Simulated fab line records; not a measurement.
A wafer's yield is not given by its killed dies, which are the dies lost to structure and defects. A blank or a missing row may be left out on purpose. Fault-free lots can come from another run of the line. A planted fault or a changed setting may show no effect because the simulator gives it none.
The tool behind it: which one?	flow nand-harc	at 1 step of a route of 1302, 6 lots with 18 wafers sampled

== WHAT EACH GAUGE READ, for each wafer ==
NHARC_A_BONDPAD_OVL_MEAS_35.
lot	measured	on	overlay-x-nm (nm)
L353	day 23 15:22	overlay-01	6 6 6
L354	day 24 14:46	overlay-02	3 3 2
L357	day 25 11:41	overlay-01	-7 -6 -7
L359	day 26 05:03	overlay-01	7 7 8
L367	day 29 15:15	overlay-02	2 4 3
L369	day 30 22:19	overlay-02	-2 -2 -3

== EACH LOT AND THE TOOL THAT RAN IT (in order: tool; ch and the chambers of the sampled wafers; start) ==
Record: no process step prior to these readings.

== THE ANSWER, worked out from the rows above alone ==
Rule: the usual values come from the lots themselves. The widest of any qualifying gaps counts: lots, ordered by their means at a reading, are off when they make up no more than a third of the lots, leave a main group of 4 or more, and stand apart from it by 3 or more times the standard deviation of that group's means. A main group is skipped when, at the precision printed for the reading in the tables above, its means are all equal. Also off: a lot with no number at a reading for which 4 or more lots have one. Any other lot the step has rows for is counted as sound.
No lot is off at any reading shown: from this, nothing can be told.

== WHAT THE SIMULATOR HAD PUT IN ==
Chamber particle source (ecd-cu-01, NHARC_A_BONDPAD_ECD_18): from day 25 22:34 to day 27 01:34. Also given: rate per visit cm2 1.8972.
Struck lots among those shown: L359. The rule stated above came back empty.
